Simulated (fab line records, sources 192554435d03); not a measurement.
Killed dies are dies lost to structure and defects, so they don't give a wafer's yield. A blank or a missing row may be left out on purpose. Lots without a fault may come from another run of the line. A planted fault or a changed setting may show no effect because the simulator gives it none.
Chamber matching | flow n5_finfet | N5_BEOL_M11_ETCH_61 on rie_diel-03: 4 sister chambers
The step etches SiARC in CF4, target depth 39 nm, time 65 s. 14 wafers are shown with their chamber, then 7 later ones without.

WAFERS WITH THEIR CHAMBER
wafer  | chamber | drypump_motor_current_A (A) | showerhead_plenum_p_Torr (Torr) | oes_product_au (a.u.)
L583.1 | 1       | 6.1                         | 2.23                            | 0.63
L583.3 | 0       | 6.2                         | 2.07                            | 0.66
L583.6 | 3       | 6.2                         | 2.17                            | 0.75
L585.2 | 2       | 5.4                         | 2.14                            | 0.63
L585.3 | 1       | 6.1                         | 2.23                            | 0.62
L585.6 | 3       | 6.2                         | 2.17                            | 0.75
L587.1 | 0       | 6.2                         | 2.06                            | 0.66
L587.3 | 3       | 6.2                         | 2.17                            | 0.73
L587.5 | 3       | 6.2                         | 2.17                            | 0.73
L590.4 | 3       | 6.2                         | 2.16                            | 0.73
L590.5 | 0       | 6.2                         | 2.06                            | 0.65
L590.6 | 1       | 6.1                         | 2.22                            | 0.61
L595.2 | 1       | 6.2                         | 2.22                            | 0.61
L595.3 | 0       | 6.2                         | 2.06                            | 0.65

SIGNATURES (means of the wafers above)
reading                  | chamber 0 | chamber 1 | chamber 2 | chamber 3 | scatter within a chamber
drypump_motor_current_A  | 6.200     | 6.125     | 5.400     | 6.200     | 0.0274
showerhead_plenum_p_Torr | 2.0625    | 2.2250    | 2.1400    | 2.1680    | 0.00505
oes_product_au           | 0.6550    | 0.6175    | 0.6300    | 0.7380    | 0.00925
Rule: a wafer's distance from a chamber is the root of the sum, over the readings, of the square of ((its reading less the chamber's mean) divided by the reading's scatter). The wafer belongs to the nearest chamber; if the next one is less than 2 further off, it can't be placed. The scatter: the root of (the sum of the squares of (reading less its chamber's mean) over the shown wafers, divided by (wafers less chambers)).

WAFERS WITHOUT THEIR CHAMBER
wafer  | drypump_motor_current_A (A) | showerhead_plenum_p_Torr (Torr) | oes_product_au (a.u.)
L595.5 | 5.4                         | 2.14                            | 0.62
L593.1 | 6.2                         | 2.22                            | 0.60
L593.2 | 5.5                         | 2.14                            | 0.62
L593.3 | 6.2                         | 2.06                            | 0.64
L594.2 | 6.2                         | 2.16                            | 0.71
L594.3 | 6.2                         | 2.06                            | 0.64
L594.4 | 6.2                         | 2.22                            | 0.60

WHICH CHAMBER EACH WENT THROUGH
wafer  | from the rows above | in truth
L595.5 | 2                   | 2
L593.1 | 1                   | 1
L593.2 | 2                   | 2
L593.3 | 0                   | 0
L594.2 | 3                   | 3
L594.3 | 0                   | 0
L594.4 | 1                   | 1
Placed correctly: 7 of 7. Can't be placed from these rows: 0. Placed wrongly: 0.
